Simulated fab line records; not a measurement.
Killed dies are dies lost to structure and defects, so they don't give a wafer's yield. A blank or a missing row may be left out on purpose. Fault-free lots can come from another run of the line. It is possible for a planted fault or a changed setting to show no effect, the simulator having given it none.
fab line records | flow n5Finfet
record lots=4 wafers=10 lastDay=17
route steps=1938 shown BEOL_M4@1099 BEOL_M5@1112 BEOL_M13@1710 PASSIVATION@1936
lots untouched by any fault: they come from a run of this same line in which no faults occurred
startH: hours from the record's opening day to when the first of the lot's shown wafers began | waitH: time in hours since the lot's previous step | " identical to the entry in the row above | L1.1+2: a row that stands for several wafers | - no value present, or no start provided | * or withheld: withheld | < > ~ a bound
route shown NAME@n: names a module that has steps shown in the file, with the first one's number in the route | usual: average and standard deviation across the fault-free wafers | same: alike in all rows | chamber/n: place in a boat | sites: readings site by site | _std_site: the values' standard deviation | _edge_site: inner sites' mean taken away from outer sites' mean | radiusMm: how far each site lies from the wafer's centre | mask NAME#n: copy n | behind: the most recent tool/chamber to have shaped the wafer | hold: why the lot was held/for how many hours/how that ended | device: transistor that didn't switch, given as n, p or np | end of line: tests run on the same wafers once the route is complete | step lacking rows: just its recipe | killed: not the wafer's yield, but the dies lost to structure and defects at the first sort | map: the dies of a wafer, with x for killed, . for not killed, _ for no die there
set.NAME: the setting as run; set.NAME@STEP: as run at that earlier step | model.NAME: the simulator's own value behind a step, which no gauge read
lots at some steps of the route; a table a step, a row a wafer
services: a tool's chamber out of use, with start hour (startH, from the record's first day; less than 0 if before it), hours out, and reason
## steps
# step N5_BEOL_M4_ANNEAL_95
# recipe tempC=400 timeS=240 ambient=vacuum
# step N5_BEOL_M4_SPUTTER_96
# recipe material=Cu targetThkA=45 tempC=-20 chamberPressurePa=0.07 powerW=withheld timeS=8.29
# step N5_BEOL_M4_ECD_50
# recipe material=Cu targetThkA=3000
# step N5_BEOL_M4_ANNEAL_51
# recipe tempC=225 timeS=90 ambient=N2
# step N5_BEOL_M4_CMP_52
# recipe stopOn=SiOC tOverpolishS=6.8 downForcePsi=1 platenRpm=50 clearingPlatenDownForcePsi=1.5 clearingPlatenRpm=50 postCmpClean=cuAlkaline targetThkNm=40 clearingPlatenPadVelocityMS=0.99484 padVelocityMS=0.99484
# step N5_BEOL_M4_PRE_CLEAN_60
# recipe gas=NH3/H2 timeS=15 tempC=* rfPowerW=300
# step N5_BEOL_M4_CO_CAP_55
# recipe material=Co targetThkA=20 tempC=200 precursor=CCTBA/H2 pressureTorr=30 timeS=102.1
# step N5_BEOL_M4_PRE_CLEAN_56
# recipe gas=NH3 timeS=15 tempC=withheld rfPowerW=300
# step N5_BEOL_M4_DEP_57
# recipe material=SiCN targetThkA=80 tempC=withheld precursor=3MS/NH3 pressureTorr=3 rfW=202 timeS=14
# step N5_BEOL_M4_RC_MEAS_101
# usual DIBL_N=36.8/2.2 DIBL_P=37.0/2.8 IOFF_N=0.18/0.043 IOFF_P=0.23/0.05 ION_N=680/14 ION_P=466/9.1 SS_N=71.7/0.74 SS_P=73.5/0.79 VT_N=248/4 VT_P=-249/4.1
# columns lot.wafer tool chamber startH waitH DIBL_N[mV/V] DIBL_P[mV/V] IOFF_N[nA/um] IOFF_P[nA/um] ION_N[uA/um] ION_P[uA/um] SS_N[mV/dec] SS_P[mV/dec] VT_N[mV] VT_P[mV]
L573.1 prober-01 0 230.83 0.0 37.5 37.8 0.20 0.26 682 465 71.9 74.0 247 -246
L573.3 " 0 " " 33.7 33.3 0.12 0.18 662 459 70.4 72.1 252 -252
L573.6 " 0 " " 36.7 36.0 0.17 0.23 667 462 72.1 73.5 248 -247
L579.1 prober-01 0 253.26 0.0 31.9 30.1 0.09 0.16 634 451 70.6 73.1 260 -252
L579.2 " 0 " " 35.7 34.7 0.15 0.23 674 467 71.0 73.3 250 -249
L581.1 prober-02 0 260.66 0.0 38.3 35.9 0.17 0.24 680 472 71.2 72.7 247 -248
L581.5 " 0 " " 39.6 37.6 0.21 0.28 688 472 72.2 73.5 245 -243
L587.1 prober-02 0 298.90 0.0 37.5 38.4 0.21 0.27 689 477 72.1 73.1 244 -242
L587.3 " 0 " " 35.7 37.0 0.18 0.24 687 477 71.6 73.1 244 -246
L587.4 " 0 " " 34.9 34.6 0.16 0.20 671 465 71.3 73.1 247 -249
# step N5_BEOL_M5_ILD_DEP_00
# recipe material=SiCOH_lowk targetThkA=1406.4 tempC=300 precursor=DEMS/porogen pressureTorr=5 rfW=500 timeS=25.9
# step N5_BEOL_M5_CURE_79
# recipe tempC=385 timeS=240 ambient=He/Ar material=SiCOH_lowk
# step N5_BEOL_M5_PECVD_70
# recipe material=SiO2 targetThkA=160 tempC=400 precursor=TEOS/O2 pressureTorr=5.5 rfW=450 teosFlowSccm=53.8 gas=O2 flowSccm=3000 timeS=18
# step N5_BEOL_M5_HM_DEP_02
# recipe material=TiN targetThkA=200 tempC=25 chamberPressurePa=0.49996
# step N5_BEOL_M5_COAT_59
# recipe resist=SOC tempC=250 timeS=60 spinRpm=1500 resistThkNm=60
# step N5_BEOL_M5_COAT_60
# recipe resist=SiARC tempC=220 timeS=60 spinRpm=1500 resistThkNm=12
# step N5_BEOL_M5_COAT_71
# recipe resist=underlayer tempC=205 timeS=60 spinRpm=1500 resistThkNm=5
# step N5_BEOL_M5_COAT_05
# recipe resist=CAR-EUV spinRpm=1500 resistThkNm=30
# step N5_BEOL_M5_EBR_07
# recipe solvent=PGMEA ebrWidthMm=1.5
# step N5_BEOL_M5_SOFTBAKE_06
# recipe tempC=110 timeS=60 resist=CAR-EUV
# step N5_BEOL_M5_EXPOSE_08
# recipe maskId=M5 na=0.33 sourceShape=annular sigmaInner=0.4 sigmaOuter=0.8 polarization=unpolarized targetCdNm=28 doseMj=35.75
# step N5_BEOL_M5_PEB_09
# recipe pebTempC=100 pebTimeS=60 resist=CAR-EUV
# step N5_BEOL_M5_DEVELOP_10
# recipe developTimeS=30 developer=TMAH resist=CAR-EUV rinseLiquid=surfactantRinse dry=airSpin devTempC=23
# step N5_BEOL_M5_DESCUM_16
# recipe chemistry=O2 timeS=7 sourcePowerW=50 biasPowerW=20 pressureMtorr=20 rfFrequencyHz=2.712e+07 tempC=40 resist=CAR-EUV o2FlowSccm=225
# step N5_BEOL_M5_ETCH_72
# recipe chemistry=N2/H2 target=underlayer targetDepthA=65 maskMaterial=CAR-EUV timeS=5.2 ionEnergyEv=200 pressureMtorr=30 sourceW=840 biasW=150 n2FlowSccm=200 h2FlowSccm=200 ends=cleared
# step N5_BEOL_M5_ETCH_61
# recipe chemistry=CF4 target=SiARC targetDepthA=156 maskMaterial=CAR-EUV timeS=26 ionEnergyEv=80 pressureMtorr=40 sourceW=545 biasW=36 Ar_flow_sccm=100 cf4FlowSccm=100 ends=cleared
# step N5_BEOL_M5_ETCH_62
# recipe chemistry=N2/H2 target=SOC targetDepthA=750 overetchA=150 maskMaterial=SiARC tempC=40 timeS=112.5 ionEnergyEv=200 pressureMtorr=30 sourceW=840 biasW=150 n2FlowSccm=200 h2FlowSccm=200
# step N5_BEOL_M5_STRIP_63
# recipe chemistry=N2/H2 tempC=40 n2FlowSccm=200 h2FlowSccm=200 rfFrequencyHz=6e+07
# step N5_BEOL_M5_STRIP_73
# recipe chemistry=N2/H2 tempC=40 n2FlowSccm=200 h2FlowSccm=200 rfFrequencyHz=6e+07
# step N5_BEOL_M5_STRIP_64
# recipe chemistry=CF4 resist=SiARC powerW=300 biasPowerW=75 pressureMtorr=50 cf4FlowSccm=150 rfFrequencyHz=6e+07
# step N5_BEOL_M5_HM_OPEN_17
# recipe chemistry=Cl2/BCl3 targetDepthA=200 overetchA=60 target=TiN maskMaterial=SOC ionEnergyEv=150 pressureMtorr=10 icpW=1000 biasW=126 Cl2_flow_sccm=53.25 bcl3FlowSccm=21.75 Ar_flow_sccm=25
# step N5_BEOL_M5_STRIP_19
# recipe chemistry=O2 powerW=400 tempC=40 pressureMtorr=30 rfFrequencyHz=6e+07 biasPowerW=0 overashFraction=0.2 o2FlowSccm=225
# step N5_BEOL_M5_COAT_65
# recipe resist=SOC tempC=250 timeS=60 spinRpm=1500 resistThkNm=60
# step N5_BEOL_M5_COAT_66
# recipe resist=SiARC tempC=220 timeS=60 spinRpm=1500 resistThkNm=12
# step N5_BEOL_M13_CMP_49
# recipe stopOn=SiOC tOverpolishS=17.1 downForcePsi=1 platenRpm=50 clearingPlatenDownForcePsi=1.5 clearingPlatenRpm=50 postCmpClean=cuAlkaline targetThkNm=420 clearingPlatenPadVelocityMS=0.99484 padVelocityMS=0.99484
# usual barrierFieldEndpointS=30.0/1.1 motorCurrentA=5.7/0.41 overpolishRunS=17.100/0.0082 slurryFilterDpKPa=13.50/0.12
# columns lot.wafer tool chamber startH waitH barrierFieldEndpointS motorCurrentA overpolishRunS slurryFilterDpKPa
L573.1 cmp-03 2 305.72 0.3 29.7 5.4 17.107 13.26
L573.3 " 3 " " 29.9 5.7 17.101 13.47
L573.6 " 2 " " 29.2 5.3 17.093 13.49
L579.2 cmp-03 0 327.93 0.2 29.9 6.2 17.101 13.48
L579.1 " 2 " " 58.8 5.0 2.819 13.49
L581.1 cmp-03 2 338.53 0.6 59.4 5.3 2.176 13.56
L581.5 " 3 " " 29.2 5.5 17.092 13.44
L587.1 cmp-01 1 374.84 0.3 31.8 6.6 17.104 13.52
L587.3 " 2 " " 29.1 5.1 17.102 13.45
L587.4 " 0 " " 29.8 6.0 17.104 13.36
# step N5_BEOL_M13_THK_MEAS_50
# recipe thkMeasGauge=xrf reads=Cu_of_BEOL_M13_ECD_47
# usual M13_THK=422/8.2
# columns lot.wafer tool chamber startH waitH M13_THK[nm]
L573.1 filmMetro-01 - 306.01 - 422
L573.3 " - " " 419
L573.6 " - " " 419
L579.1 filmMetro-01 - 328.19 - 811
L579.2 " - " " 411
L581.1 filmMetro-01 - 338.72 - 783
L581.5 " - " " 440
L587.1 filmMetro-02 - 375.13 - 426
L587.3 " - " " 437
L587.4 " - " " 434
# step N5_BEOL_M13_INSPECT_55
# recipe inspectInstrument=darkfield mode=postDep
# usual rawDefectCount=70/24
# columns lot.wafer tool chamber startH waitH rawDefectCount
L573.1 defectInspect-01 - 306.17 0.0 134
L573.3 " - " " 99
L573.6 " - " " 100
L579.1 defectInspect-01 - 328.34 0.0 3144
L579.2 " - " " 46
L581.1 defectInspect-02 - 338.87 0.0 3039
L581.5 " - " " 43
L587.1 defectInspect-02 - 375.28 0.0 75
L587.3 " - " " 53
L587.4 " - " " 31
# step N5_PASSIVATION_PROBE_49
# usual defectLimitedYield=91.4/1.5 killed_at_M0_to_M3=36/11 killed_at_M4_up=14/6 killedAtContacts=11/6 killedAtFrontEnd=37/11 killedAtOther=4/3.4 killedDies=102/18 killedOnRim=13/3.5 killedOpen=66/13 killedShort=34/7.8 sort_bin_4_leakage=0.00/0.017 sort_bin_5_function=5.0/0.97 sort_bin_6_memory=3.2/0.7 sort_bin_8_speed=0.0/0.38 sortNPass=1078/19 sortYieldPct=91.3/1.6
# same grossDies=1180 killedAtBackSide=0
# columns lot.wafer tool chamber startH waitH defectLimitedYield[%] killed_at_M0_to_M3 killed_at_M4_up killedAtContacts killedAtFrontEnd killedAtOther killedDies killedOnRim killedOpen killedShort sort_bin_4_leakage[%] sort_bin_5_function[%] sort_bin_6_memory[%] sort_bin_8_speed[%] sortNPass sortYieldPct[%]
L573.1 prober-02 - 332.43 0.0 90.1 55 15 10 33 4 117 14 81 35 0 5.4 3.9 0 1063 90.1
L573.3 prober-02 - 332.53 0.1 91.8 45 19 7 21 5 97 12 58 39 0 5.0 2.6 0 1083 91.8
L573.6 prober-02 - 332.68 0.3 90.4 41 14 14 41 3 113 13 74 36 0 5.1 4.0 0.1 1067 90.4
L579.1 prober-02 - 352.94 0.0 0 45 1088 9 30 8 1180 152 61 48 0 5.6 3.2 0 0 0
L579.2 prober-02 - 352.99 0.1 91.1 35 17 10 37 6 105 13 67 38 0 5.4 3.2 0 1075 91.1
L581.1 prober-01 - 363.57 0.0 0 26 1102 13 39 0 1180 152 62 33 0 4.2 3.5 0 0 0
L581.5 prober-01 - 363.77 0.2 93.2 25 5 20 28 2 80 13 50 30 0 4.0 2.3 0 1100 93.2
L587.1 prober-01 - 401.06 0.0 93.2 34 7 6 33 0 80 12 51 29 0.08 3.9 2.7 0 1099 93.1
L587.3 prober-01 - 401.16 0.1 88.4 54 16 5 60 2 137 19 79 53 0 6.1 4.6 0 1043 88.4
L587.4 prober-01 - 401.21 0.2 92.8 29 4 4 38 10 85 10 45 34 0 3.9 2.9 0 1095 92.8
# killed by level:class
L573.1 BEOL_M0_SAQP:geometricParticle:open=17 BEOL_M1:geometricParticle:open=13 FIN_SAQP:geometricParticle:open=11 MOL_CONTACT_COAG:geometricParticle:open=9 BEOL_M0_SAQP:geometricParticle:short=9 FIN_SAQP:geometricParticle:short=7 BEOL_M2:geometricParticle:open=7 BEOL_M4:geometricParticle:open=7
L573.3 BEOL_M3:geometricParticle:open=13 BEOL_M0_SAQP:geometricParticle:short=11 MOL_CONTACT_COAG:geometricParticle:open=7 BEOL_M0_SAQP:geometricParticle:open=6 BEOL_M3:geometricParticle:short=6 BEOL_M5:geometricParticle:open=5 BEOL_M0:geometricParticle:open=4 BEOL_M4:geometricParticle:open=4
L573.6 MOL_CONTACT_COAG:geometricParticle:open=14 FIN_SAQP:geometricParticle:short=12 FIN_SAQP:geometricParticle:open=10 BEOL_M3:geometricParticle:open=10 BEOL_M0_SAQP:geometricParticle:short=9 BEOL_M0_SAQP:geometricParticle:open=7 BEOL_M1:geometricParticle:open=6 BEOL_M4:geometricParticle:open=6
L579.1 BEOL_M13:areaCmp=1071 BEOL_M0_SAQP:geometricParticle:open=8 BEOL_M4:geometricParticle:open=8 BEOL_M3:geometricParticle:open=8 FIN_SAQP:geometricParticle:short=7 MOL_CONTACT_COAG:geometricParticle:open=7 BEOL_M0_SAQP:geometricParticle:short=7 STI_FIN_REVEAL:geometricParticle:open=6
L579.2 BEOL_M0_SAQP:geometricParticle:short=11 STI_FIN_REVEAL:geometricParticle:open=10 MOL_CONTACT_COAG:geometricParticle:open=8 BEOL_M4:geometricParticle:open=8 BEOL_M0_SAQP:geometricParticle:open=7 BEOL_M3:geometricParticle:open=7 FIN_SAQP:geometricParticle:open=5 STI_FIN_REVEAL:geometricParticle:short=5
L581.1 BEOL_M13:areaCmp=1084 MOL_CONTACT_COAG:geometricParticle:open=10 GATE_CUT:geometricParticle:open=9 STI_FIN_REVEAL:geometricParticle:open=7 BEOL_M0_SAQP:geometricParticle:open=6 BEOL_M4:geometricParticle:open=6 BEOL_M2:geometricParticle:open=5 STARTING-WAFER:geometricParticle:short=5
L581.5 MOL_CONTACT_COAG:geometricParticle:open=16 GATE_CUT:geometricParticle:short=10 STI_FIN_REVEAL:geometricParticle:open=4 MOL_CONTACT_COAG:geometricParticle:short=4 BEOL_M0_SAQP:geometricParticle:short=4 BEOL_M0_SAQP:geometricParticle:open=4 BEOL_M1:geometricParticle:open=4 BEOL_M2:geometricParticle:open=4
L587.1 BEOL_M2:geometricParticle:open=13 FIN_SAQP:geometricParticle:short=12 FIN_SAQP:geometricParticle:open=6 BEOL_M0_SAQP:geometricParticle:short=6 BEOL_M0_SAQP:geometricParticle:open=6 BEOL_M3:geometricParticle:open=6 DUMMY_GATE:geometricParticle:open=3 STI_FIN_REVEAL:geometricParticle:open=3
L587.3 BEOL_M0_SAQP:geometricParticle:short=20 BEOL_M0_SAQP:geometricParticle:open=14 STI_FIN_REVEAL:geometricParticle:open=12 DUMMY_GATE:geometricParticle:open=11 FIN_SAQP:geometricParticle:short=7 BEOL_M2:geometricParticle:open=6 BEOL_M3:geometricParticle:open=5 STARTING-WAFER:geometricParticle:short=5
L587.4 STI_FIN_REVEAL:geometricParticle:open=10 BEOL_M0_SAQP:geometricParticle:open=10 BEOL_M0_SAQP:geometricParticle:short=9 FIN_SAQP:geometricParticle:short=5 FIN_SAQP:geometricParticle:open=4 ILD0:geometricParticle:short=4 BEOL_M2:geometricParticle:open=4 MIM_TOP_ETCH:geometricParticle:short=4
# map L579.1 (x killed, . not)
_________________xxxxxxxxxxxx________________
______________xxxxxxxxxxxxxxxxxx_____________
___________xxxxxxxxxxxxxxxxxxxxxxxx__________
__________xxxxxxxxxxxxxxxxxxxxxxxxxx_________
________xxxxxxxxxxxxxxxxxxxxxxxxxxxxxx_______
_______xxxxxxxxxxxxxxxxxxxxxxxxxxxxxxxx______
______xxxxxxxxxxxxxxxxxxxxxxxxxxxxxxxxxx_____
_____xxxxxxxxxxxxxxxxxxxxxxxxxxxxxxxxxxxx____
____xxxxxxxxxxxxxxxxxxxxxxxxxxxxxxxxxxxxxx___
___xxxxxxxxxxxxxxxxxxxxxxxxxxxxxxxxxxxxxxxx__
___xxxxxxxxxxxxxxxxxxxxxxxxxxxxxxxxxxxxxxxx__
__xxxxxxxxxxxxxxxxxxxxxxxxxxxxxxxxxxxxxxxxxx_
__xxxxxxxxxxxxxxxxxxxxxxxxxxxxxxxxxxxxxxxxxx_
_xxxxxxxxxxxxxxxxxxxxxxxxxxxxxxxxxxxxxxxxxxxx
_xxxxxxxxxxxxxxxxxxxxxxxxxxxxxxxxxxxxxxxxxxxx
_xxxxxxxxxxxxxxxxxxxxxxxxxxxxxxxxxxxxxxxxxxxx
_xxxxxxxxxxxxxxxxxxxxxxxxxxxxxxxxxxxxxxxxxxxx
_xxxxxxxxxxxxxxxxxxxxxxxxxxxxxxxxxxxxxxxxxxxx
_xxxxxxxxxxxxxxxxxxxxxxxxxxxxxxxxxxxxxxxxxxxx
_xxxxxxxxxxxxxxxxxxxxxxxxxxxxxxxxxxxxxxxxxxxx
_xxxxxxxxxxxxxxxxxxxxxxxxxxxxxxxxxxxxxxxxxxxx
__xxxxxxxxxxxxxxxxxxxxxxxxxxxxxxxxxxxxxxxxxx_
__xxxxxxxxxxxxxxxxxxxxxxxxxxxxxxxxxxxxxxxxxx_
___xxxxxxxxxxxxxxxxxxxxxxxxxxxxxxxxxxxxxxxx__
___xxxxxxxxxxxxxxxxxxxxxxxxxxxxxxxxxxxxxxxx__
____xxxxxxxxxxxxxxxxxxxxxxxxxxxxxxxxxxxxxx___
_____xxxxxxxxxxxxxxxxxxxxxxxxxxxxxxxxxxxx____
______xxxxxxxxxxxxxxxxxxxxxxxxxxxxxxxxxx_____
_______xxxxxxxxxxxxxxxxxxxxxxxxxxxxxxxx______
________xxxxxxxxxxxxxxxxxxxxxxxxxxxxxx_______
__________xxxxxxxxxxxxxxxxxxxxxxxxxx_________
___________xxxxxxxxxxxxxxxxxxxxxxxx__________
______________xxxxxxxxxxxxxxxxxx_____________
_________________xxxxxxxxxxxx________________
# map L581.1 (x killed, . not)
_________________xxxxxxxxxxxx________________
______________xxxxxxxxxxxxxxxxxx_____________
___________xxxxxxxxxxxxxxxxxxxxxxxx__________
__________xxxxxxxxxxxxxxxxxxxxxxxxxx_________
________xxxxxxxxxxxxxxxxxxxxxxxxxxxxxx_______
_______xxxxxxxxxxxxxxxxxxxxxxxxxxxxxxxx______
______xxxxxxxxxxxxxxxxxxxxxxxxxxxxxxxxxx_____
_____xxxxxxxxxxxxxxxxxxxxxxxxxxxxxxxxxxxx____
____xxxxxxxxxxxxxxxxxxxxxxxxxxxxxxxxxxxxxx___
___xxxxxxxxxxxxxxxxxxxxxxxxxxxxxxxxxxxxxxxx__
___xxxxxxxxxxxxxxxxxxxxxxxxxxxxxxxxxxxxxxxx__
__xxxxxxxxxxxxxxxxxxxxxxxxxxxxxxxxxxxxxxxxxx_
__xxxxxxxxxxxxxxxxxxxxxxxxxxxxxxxxxxxxxxxxxx_
_xxxxxxxxxxxxxxxxxxxxxxxxxxxxxxxxxxxxxxxxxxxx
_xxxxxxxxxxxxxxxxxxxxxxxxxxxxxxxxxxxxxxxxxxxx
_xxxxxxxxxxxxxxxxxxxxxxxxxxxxxxxxxxxxxxxxxxxx
_xxxxxxxxxxxxxxxxxxxxxxxxxxxxxxxxxxxxxxxxxxxx
_xxxxxxxxxxxxxxxxxxxxxxxxxxxxxxxxxxxxxxxxxxxx
_xxxxxxxxxxxxxxxxxxxxxxxxxxxxxxxxxxxxxxxxxxxx
_xxxxxxxxxxxxxxxxxxxxxxxxxxxxxxxxxxxxxxxxxxxx
_xxxxxxxxxxxxxxxxxxxxxxxxxxxxxxxxxxxxxxxxxxxx
__xxxxxxxxxxxxxxxxxxxxxxxxxxxxxxxxxxxxxxxxxx_
__xxxxxxxxxxxxxxxxxxxxxxxxxxxxxxxxxxxxxxxxxx_
___xxxxxxxxxxxxxxxxxxxxxxxxxxxxxxxxxxxxxxxx__
___xxxxxxxxxxxxxxxxxxxxxxxxxxxxxxxxxxxxxxxx__
____xxxxxxxxxxxxxxxxxxxxxxxxxxxxxxxxxxxxxx___
_____xxxxxxxxxxxxxxxxxxxxxxxxxxxxxxxxxxxx____
______xxxxxxxxxxxxxxxxxxxxxxxxxxxxxxxxxx_____
_______xxxxxxxxxxxxxxxxxxxxxxxxxxxxxxxx______
________xxxxxxxxxxxxxxxxxxxxxxxxxxxxxx_______
__________xxxxxxxxxxxxxxxxxxxxxxxxxx_________
___________xxxxxxxxxxxxxxxxxxxxxxxx__________
______________xxxxxxxxxxxxxxxxxx_____________
_________________xxxxxxxxxxxx________________
## services
# columns tool chamber startH hours kind
cmp-01 - 303.99 0.9 repair
cmp-01 - 305.30 2.1 repair
## key
firstSign step=N5_BEOL_M13_CMP_49 reading=overpolishRunS direction=down sigmas=99+ usual=17.100 struck=2.498
effect step=N5_BEOL_M13_CMP_49 reading=barrierFieldEndpointS direction=up sigmas=27 usual=30.0 struck=59.1
effect step=N5_BEOL_M13_THK_MEAS_50 reading=M13_THK direction=up sigmas=46 usual=422 struck=797
effect step=N5_BEOL_M13_INSPECT_55 reading=rawDefectCount direction=up sigmas=99+ usual=70 struck=3092
effect step=N5_PASSIVATION_PROBE_49 reading=killed_at_M4_up direction=up sigmas=99+ usual=14 struck=1095
moreKillsBornAt N5_BEOL_M13_CMP_49@cmp-03=2155
metAt N5_BEOL_M13_CMP_49
struckWafers L579.1,L581.1
laterRowsLeftOut L579.1,L581.1
onsetBetween 305.72 327.93
fault kind=processParameterDrift tool=cmp-03 chamber=- onsetH=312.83 steps=N5_BEOL_M13_CMP_49 channel=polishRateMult offset=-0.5 shape=step endH=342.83 scope=struckWafersOnly
# laterRowsLeftOut: the simulator's readings of these wafers behind a module that went badly wrong aren't trusted and aren't shown, but for the sort
